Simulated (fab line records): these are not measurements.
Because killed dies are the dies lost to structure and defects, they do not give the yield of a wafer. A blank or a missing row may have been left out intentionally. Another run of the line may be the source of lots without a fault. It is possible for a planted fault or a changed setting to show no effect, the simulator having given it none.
fab line records    flow n5Finfet    part 1 of 2: steps 1 to 3 of 6
[record] lots = 18  wafers = 54  lastDay = 20
route steps=1938 shown BEOL_M9@1417 BEOL_M10@1488
lots that met no fault: from a run of the same line without faults
startH: hours from the record's first day to the start of the lot's first wafer shown    waitH: hours elapsed since this lot's preceding step    " identical to the entry in the row above    L1.1+2: a single row standing in for several wafers    - either no value or no given start    * or withheld: withheld    < > ~ a bound
route shown NAME@n: NAME is a module with steps in the file, n the number in the route of the first one    usual: the fault-free wafers' mean and standard deviation    same: alike in all rows    chamber/n: place in a boat    sites: each site's reading    _std_site: their standard deviation    _edge_site: outer sites' mean less inner sites'    radiusMm: how far each site lies from the wafer's centre    mask NAME#n: copy n    behind: tool/chamber where the wafer was last shaped    hold: why the lot was held/for how many hours/how that ended    device: which transistor (n, p or np) failed to switch    end of line: tests of these same wafers at the route's end    step lacking rows: just its recipe    killed: count of dies lost to structure and defects at first sort (not the wafer's yield)    map: shows each die of a wafer: x if killed, . if not, _ if none is there
set.NAME: the setting the step ran with; set.NAME@STEP: the setting that earlier step ran with    model.NAME: the simulator's own value behind a step, which no gauge read
the route's steps for a sample of lots (tables are steps, rows are wafers)
services: the hour from which a tool's chamber was out of use, counted from the record's first day as startH (under 0 if before that day), plus the number of hours and why
[[steps]]
[step N5_BEOL_M9_DESCUM_16]
[recipe] chemistry = O2  timeS = 7.9  sourcePowerW = 50  biasPowerW = 20  pressureMtorr = 20  rfFrequencyHz = 2.712e+07  tempC = 40  resist = CAR-ArF  o2FlowSccm = 225
[usual] biasPowerW = 19.99/0.061  drypumpMotorCurrentA = 5.7/0.55  oesProductAu = 0.80/0.074  rfVppV = 243.0/1.3  showerheadPlenumPTorr = 2.08/0.069  throttleValvePct = 20.34/0.2
[same] timeS = 7.9
lot.wafer  tool        chamber  startH  waitH  biasPowerW  drypumpMotorCurrentA  oesProductAu  rfHoursCounterH  rfVppV  showerheadPlenumPTorr  throttleValvePct
L074.1     rieDiel-02  1        236.31  0.0    20.01       6.4                   0.86          48               246.5   2.23                   20.39
L074.4     "           2        "       "      20.04       6.1                   0.81          82               243.0   2.12                   20.51
L074.6     "           0        "       "      20.06       5.8                   0.80          -                243.2   2.12                   20.09
L076.2     rieDiel-05  2        250.64  0.3    20.08       5.3                   0.88          49               242.1   2.04                   20.22
L076.3     "           3        "       "      20.07       5.8                   0.73          166              244.0   2.19                   20.19
L076.5     "           0        "       "      19.92       5.0                   0.75          -                244.8   2.17                   20.25
L075.1     rieDiel-02  2        251.17  0.8    19.99       6.1                   0.80          87               243.5   2.12                   20.52
L075.4     "           1        "       "      20.08       6.4                   0.86          53               245.1   2.23                   20.42
L075.5     "           0        "       "      20.06       5.8                   0.79          -                244.6   2.11                   20.11
L078.1     rieDiel-05  2        271.08  0.0    20.03       5.3                   0.87          54               243.1   2.03                   20.25
L078.4     "           2        "       "      19.87       5.3                   0.88          -                243.2   2.03                   20.26
L078.6     "           0        "       "      20.02       5.0                   0.74          -                242.6   2.17                   20.27
L081.1     rieDiel-06  3        275.16  0.3    19.89       5.8                   0.78          133              242.6   2.02                   20.64
L081.4     "           1        "       "      20.02       5.2                   0.78          -                242.2   2.03                   20.43
L081.5     "           2        "       "      19.95       6.6                   0.99          -                241.7   2.06                   20.34
L079.4     rieDiel-02  2        275.42  0.5    20.01       6.1                   0.81          94               244.2   2.12                   20.54
L079.5     "           1        "       "      19.91       6.4                   0.85          -                246.0   2.23                   20.42
L079.6     "           2        "       "      20.11       6.1                   0.81          -                245.2   2.12                   20.53
L080.2     rieDiel-06  3        275.75  0.6    20.01       5.8                   0.78          134              240.8   2.02                   20.65
L080.3     "           2        "       "      19.98       6.6                   0.99          2                243.1   2.06                   20.32
L080.6     "           1        "       "      19.97       5.2                   0.78          -                242.7   2.03                   20.45
L083.1     rieDiel-05  2        298.87  0.0    20.04       5.3                   0.86          61               242.1   2.03                   20.27
L083.4     "           1        "       "      19.86       6.0                   0.73          -                243.0   2.08                   20.22
L083.6     "           3        "       "      20.04       5.8                   0.73          -                243.0   2.18                   20.22
L082.1     rieDiel-05  1        304.76  0.2    19.95       6.0                   0.71          189              242.0   2.08                   20.22
L082.5     "           0        "       "      20.08       5.0                   0.73          -                245.3   2.17                   20.28
L082.6     "           3        "       "      20.02       5.8                   0.73          -                244.8   2.18                   20.22
L084.2     rieDiel-05  1        308.60  0.0    19.98       6.0                   0.72          190              243.7   2.08                   20.21
L084.3     "           2        "       "      19.99       5.3                   0.87          66               241.9   2.03                   20.25
L084.5     "           3        "       "      19.96       5.8                   0.73          -                244.5   2.18                   20.21
L086.1     rieDiel-06  3        314.72  0.0    20.04       5.8                   0.75          146              241.7   2.02                   20.67
L086.4     "           2        "       "      19.99       6.6                   0.95          -                242.0   2.06                   20.37
L086.5     "           3        "       "      20.04       5.8                   0.75          -                242.0   2.02                   20.68
L089.3     rieDiel-06  3        320.14  0.0    19.98       5.8                   0.75          148              242.8   2.02                   20.67
L089.4     "           2        "       "      19.94       6.5                   0.94          -                242.2   2.06                   20.36
L089.6     "           3        "       "      20.07       5.8                   0.76          -                242.5   2.02                   20.68
L088.1     rieDiel-02  0        336.90  0.2    19.94       5.8                   0.77          139              244.0   2.11                   20.13
L088.4     "           3        "       "      19.98       4.7                   0.78          111              240.3   2.01                   20.14
L088.6     "           1        "       "      20.04       6.4                   0.81          -                245.1   2.22                   20.45
L091.2     rieDiel-02  3        341.45  0.1    19.93       4.7                   0.78          112              241.1   2.01                   20.13
L091.3     "           1        "       "      19.88       6.4                   0.82          81               245.1   2.22                   20.43
L091.4     "           2        "       "      20.11       6.1                   0.77          118              242.4   2.11                   20.56
L093.2     rieDiel-06  3        345.08  0.0    19.95       5.8                   0.75          158              241.9   2.01                   20.69
L093.3     "           0        "       "      20.15       6.2                   0.94          14               243.5   2.05                   19.91
L093.4     "           2        "       "      20.07       6.5                   0.93          25               242.4   2.05                   20.37
L095.1     rieDiel-05  0        379.85  0.0    19.97       5.0                   0.72          212              243.9   2.16                   20.31
L095.3     "           2        "       "      19.87       5.3                   0.83          85               243.8   2.02                   20.29
L095.6     "           0        "       "      20.01       5.0                   0.73          -                243.8   2.16                   20.30
L096.2     rieDiel-06  3        383.14  0.0    19.90       5.8                   0.74          170              241.5   2.01                   20.70
L096.4     "           0        "       "      20.06       6.2                   0.92          26               242.8   2.05                   19.93
L096.6     "           2        "       "      19.98       6.6                   0.90          -                241.6   2.05                   20.39
L097.1     rieDiel-02  2        396.96  0.3    20.00       6.1                   0.76          135              243.2   2.10                   20.60
L097.2     "           0        "       "      19.93       5.7                   0.75          156              242.1   2.10                   20.16
L097.5     "           0        "       "      19.91       5.7                   0.75          -                243.7   2.10                   20.17
[step N5_BEOL_M9_ETCH_62]
[recipe] chemistry = N2/H2  target = SOC  targetDepthA = 1100  overetchA = 220  maskMaterial = SiARC  tempC = 40  timeS = 165  ionEnergyEv = 200  pressureMtorr = 30  sourceW = 840  biasW = 150  n2FlowSccm = 200  h2FlowSccm = 200
[usual] drypumpMotorCurrentA = 5.8/0.55  n2FlowSccm = 200.1/0.62  oesProductAu = 0.68/0.06  rfVppV = 523.4/2.4  showerheadPlenumPTorr = 2.53/0.082  throttleValvePct = 17.69/0.18
[same] timeS = 165
lot.wafer  tool        chamber  startH  waitH  drypumpMotorCurrentA  n2FlowSccm  oesProductAu  rfHoursCounterH  rfVppV  showerheadPlenumPTorr  throttleValvePct
L074.1     rieDiel-02  1        236.40  0.0    6.4                   199.8       0.71          48               526.5   2.70                   17.75
L074.4     "           2        "       "      6.1                   199.6       0.67          82               524.4   2.57                   17.82
L074.6     "           0        "       "      5.8                   199.8       0.67          -                524.7   2.56                   17.37
L076.2     rieDiel-05  2        250.73  0.0    5.3                   201.2       0.75          49               523.3   2.48                   17.67
L076.3     "           3        "       "      5.8                   200.4       0.62          166              525.9   2.65                   17.53
L076.5     "           0        "       "      5.0                   200.6       0.64          -                526.8   2.65                   17.67
L075.1     rieDiel-02  2        251.26  0.0    6.1                   199.5       0.67          87               524.4   2.57                   17.84
L075.4     "           1        "       "      6.4                   200.3       0.72          53               528.2   2.69                   17.78
L075.5     "           0        "       "      5.8                   199.6       0.68          -                524.8   2.55                   17.39
L078.1     rieDiel-05  2        271.16  0.0    5.3                   200.4       0.74          54               521.9   2.48                   17.67
L078.4     "           2        "       "      5.3                   200.9       0.73          -                523.4   2.48                   17.69
L078.6     "           0        "       "      5.0                   200.3       0.63          -                525.8   2.64                   17.66
L081.1     rieDiel-06  3        275.24  0.0    5.8                   199.5       0.66          133              522.6   2.45                   17.97
L081.4     "           1        "       "      5.2                   199.2       0.66          -                521.8   2.45                   17.77
L081.5     "           2        "       "      6.6                   199.9       0.84          -                522.3   2.49                   17.62
L079.4     rieDiel-02  2        275.50  0.0    6.1                   199.9       0.67          94               525.3   2.57                   17.85
L079.5     "           1        "       "      6.4                   200.1       0.71          -                528.7   2.69                   17.80
L079.6     "           2        "       "      6.1                   200.2       0.67          -                524.0   2.57                   17.84
L080.2     rieDiel-06  3        275.83  0.0    5.8                   199.7       0.66          134              520.8   2.45                   17.97
L080.3     "           2        "       "      6.6                   200.0       0.85          2                522.4   2.49                   17.63
L080.6     "           1        "       "      5.2                   199.7       0.66          -                520.8   2.45                   17.78
L083.1     rieDiel-05  2        298.96  0.0    5.3                   200.8       0.74          61               521.6   2.48                   17.71
L083.4     "           1        "       "      6.0                   200.1       0.62          -                524.6   2.52                   17.49
L083.6     "           3        "       "      5.8                   200.8       0.62          -                526.7   2.64                   17.56
L082.1     rieDiel-05  1        304.84  0.0    6.0                   199.8       0.61          189              523.0   2.51                   17.47
L082.5     "           0        "       "      5.1                   199.3       0.63          -                525.3   2.64                   17.68
L082.6     "           3        "       "      5.8                   199.5       0.62          -                526.8   2.64                   17.57
L084.2     rieDiel-05  1        308.68  0.0    6.0                   199.2       0.62          190              521.9   2.51                   17.48
L084.3     "           2        "       "      5.3                   201.0       0.73          66               521.7   2.48                   17.70
L084.5     "           3        "       "      5.8                   201.3       0.62          -                525.8   2.64                   17.57
L086.1     rieDiel-06  3        314.80  0.0    5.8                   199.2       0.65          146              520.9   2.44                   18.01
L086.4     "           2        "       "      6.6                   199.7       0.80          -                522.7   2.49                   17.63
L086.5     "           3        "       "      5.8                   199.3       0.65          -                520.5   2.44                   17.98
L089.3     rieDiel-06  3        320.23  0.0    5.8                   200.2       0.64          148              520.1   2.44                   18.01
L089.4     "           2        "       "      6.5                   199.6       0.78          -                521.9   2.49                   17.66
L089.6     "           3        "       "      5.8                   199.4       0.65          -                521.0   2.44                   17.99
L088.1     rieDiel-02  0        336.99  0.0    5.8                   200.6       0.66          139              523.3   2.54                   17.43
L088.4     "           3        "       "      4.7                   200.2       0.66          111              520.9   2.45                   17.59
L088.6     "           1        "       "      6.4                   200.6       0.69          -                528.4   2.68                   17.82
L091.2     rieDiel-02  3        341.53  0.0    4.7                   199.9       0.65          113              520.7   2.45                   17.61
L091.3     "           1        "       "      6.4                   201.2       0.68          81               527.9   2.68                   17.83
L091.4     "           2        "       "      6.1                   199.7       0.65          118              524.1   2.56                   17.89
L093.2     rieDiel-06  3        345.17  0.0    5.8                   200.5       0.64          158              520.3   2.44                   18.02
L093.3     "           0        "       "      6.2                   200.4       0.79          14               522.2   2.50                   17.42
L093.4     "           2        "       "      6.5                   200.2       0.77          25               521.8   2.48                   17.66
L095.1     rieDiel-05  0        379.93  0.0    5.1                   199.8       0.62          212              525.5   2.63                   17.72
L095.3     "           2        "       "      5.3                   198.8       0.71          85               522.0   2.47                   17.74
L095.6     "           0        "       "      5.0                   200.5       0.62          -                527.1   2.63                   17.72
L096.2     rieDiel-06  3        383.22  0.0    5.8                   199.2       0.63          170              520.7   2.43                   18.03
L096.4     "           0        "       "      6.2                   199.7       0.77          26               523.1   2.50                   17.44
L096.6     "           2        "       "      6.6                   200.6       0.75          -                522.3   2.48                   17.67
L097.1     rieDiel-02  2        397.05  0.0    6.1                   200.1       0.63          135              523.0   2.55                   17.93
L097.2     "           0        "       "      5.8                   199.4       0.64          157              523.4   2.54                   17.47
L097.5     "           0        "       "      5.8                   199.4       0.64          -                524.5   2.54                   17.46
[step N5_BEOL_M9_STRIP_67]
[recipe] chemistry = CF4  resist = SiARC  powerW = 300  biasPowerW = 75  pressureMtorr = 50  cf4FlowSccm = 150  rfFrequencyHz = 6e+07
[usual] biasPowerW = 74.99/0.2  drypumpMotorCurrentA = 5.7/0.55  oesProductAu = 0.80/0.071  rfVppV = 271.0/1.4  showerheadPlenumPTorr = 1.78/0.054  throttleValvePct = 13.47/0.17
lot.wafer  tool        chamber  startH  waitH  biasPowerW  drypumpMotorCurrentA  oesProductAu  rfHoursCounterH  rfVppV  showerheadPlenumPTorr  throttleValvePct
L074.1     rieDiel-02  1        236.54  0.0    74.76       6.4                   0.85          48               274.5   1.89                   13.37
L074.4     "           2        "       "      74.89       6.1                   0.80          82               272.6   1.81                   13.59
L074.6     "           0        "       "      74.87       5.8                   0.80          -                271.9   1.80                   13.22
L076.2     rieDiel-05  2        250.87  0.0    75.48       5.3                   0.88          49               270.0   1.75                   13.36
L076.3     "           3        "       "      75.03       5.8                   0.75          166              273.2   1.86                   13.40
L076.5     "           0        "       "      74.82       5.0                   0.75          -                272.9   1.86                   13.56
L075.1     rieDiel-02  2        251.40  0.0    74.78       6.1                   0.79          87               272.1   1.81                   13.60
L075.4     "           1        "       "      75.07       6.4                   0.84          53               273.5   1.89                   13.41
L075.5     "           0        "       "      74.85       5.8                   0.79          -                271.7   1.80                   13.24
L078.1     rieDiel-05  2        271.31  0.0    75.11       5.3                   0.88          54               269.8   1.75                   13.36
L078.4     "           2        "       "      74.92       5.3                   0.87          -                271.7   1.75                   13.39
L078.6     "           0        "       "      75.26       5.0                   0.75          -                271.5   1.86                   13.56
L081.1     rieDiel-06  3        275.39  0.0    75.05       5.8                   0.78          133              270.1   1.73                   13.69
L081.4     "           1        "       "      75.13       5.2                   0.78          -                269.9   1.73                   13.55
L081.5     "           2        "       "      74.91       6.6                   0.99          -                271.4   1.77                   13.35
L079.4     rieDiel-02  2        275.65  0.0    74.64       6.1                   0.79          94               270.0   1.81                   13.59
L079.5     "           1        "       "      75.15       6.4                   0.83          -                274.1   1.89                   13.42
L079.6     "           2        "       "      74.75       6.1                   0.79          -                270.6   1.81                   13.60
L080.2     rieDiel-06  3        275.98  0.0    75.18       5.8                   0.77          134              269.5   1.73                   13.71
L080.3     "           2        "       "      75.34       6.6                   1.00          2                271.4   1.77                   13.34
L080.6     "           1        "       "      74.45       5.2                   0.77          -                269.3   1.73                   13.53
L083.1     rieDiel-05  2        299.10  0.0    75.30       5.3                   0.86          61               272.1   1.75                   13.39
L083.4     "           1        "       "      75.09       6.0                   0.73          -                270.6   1.78                   13.48
L083.6     "           3        "       "      74.41       5.8                   0.73          -                272.5   1.86                   13.42
L082.1     rieDiel-05  1        304.99  0.0    74.70       6.0                   0.72          189              270.4   1.78                   13.48
L082.5     "           0        "       "      74.95       5.0                   0.74          -                271.8   1.86                   13.56
L082.6     "           3        "       "      74.79       5.7                   0.73          -                272.4   1.86                   13.42
L084.2     rieDiel-05  1        308.83  0.0    75.04       6.0                   0.72          190              271.4   1.78                   13.48
L084.3     "           2        "       "      74.97       5.3                   0.85          66               270.7   1.75                   13.39
L084.5     "           3        "       "      74.92       5.8                   0.73          -                271.7   1.86                   13.43
L086.1     rieDiel-06  3        314.95  0.0    75.12       5.8                   0.77          146              269.2   1.72                   13.73
L086.4     "           2        "       "      75.43       6.6                   0.95          -                270.2   1.76                   13.36
L086.5     "           3        "       "      74.82       5.8                   0.76          -                270.5   1.72                   13.74
L089.3     rieDiel-06  3        320.37  0.0    74.97       5.8                   0.76          148              269.5   1.72                   13.73
L089.4     "           2        "       "      74.98       6.5                   0.93          -                270.8   1.76                   13.37
L089.6     "           3        "       "      75.24       5.8                   0.76          -                269.0   1.72                   13.73
L088.1     rieDiel-02  0        337.14  0.0    75.16       5.8                   0.77          139              270.6   1.79                   13.30
L088.4     "           3        "       "      75.10       4.7                   0.77          111              270.4   1.74                   13.41
L088.6     "           1        "       "      75.33       6.4                   0.81          -                273.3   1.88                   13.44
L091.2     rieDiel-02  3        341.68  0.0    74.99       4.7                   0.78          113              268.9   1.74                   13.41
L091.3     "           1        "       "      74.90       6.4                   0.81          81               273.8   1.88                   13.47
L091.4     "           2        "       "      74.75       6.1                   0.76          118              271.1   1.80                   13.64
L093.2     rieDiel-06  3        345.31  0.0    75.01       5.8                   0.75          158              270.4   1.72                   13.77
L093.3     "           0        "       "      74.72       6.2                   0.93          14               270.1   1.76                   13.04
L093.4     "           2        "       "      74.97       6.6                   0.91          25               271.1   1.76                   13.41
L095.1     rieDiel-05  0        380.08  0.0    74.76       5.0                   0.72          212              271.9   1.85                   13.62
L095.3     "           2        "       "      74.97       5.3                   0.84          85               271.1   1.75                   13.44
L095.6     "           0        "       "      75.01       5.0                   0.73          -                273.0   1.85                   13.62
L096.2     rieDiel-06  3        383.37  0.0    74.88       5.8                   0.75          170              268.4   1.72                   13.79
L096.4     "           0        "       "      75.18       6.2                   0.90          26               272.1   1.75                   13.06
L096.6     "           2        "       "      74.98       6.6                   0.89          -                271.0   1.76                   13.41
L097.1     rieDiel-02  2        397.19  0.0    75.25       6.1                   0.75          135              270.9   1.79                   13.70
L097.2     "           0        "       "      74.95       5.8                   0.75          157              269.4   1.79                   13.34
L097.5     "           0        "       "      75.16       5.7                   0.75          -                271.9   1.79                   13.35
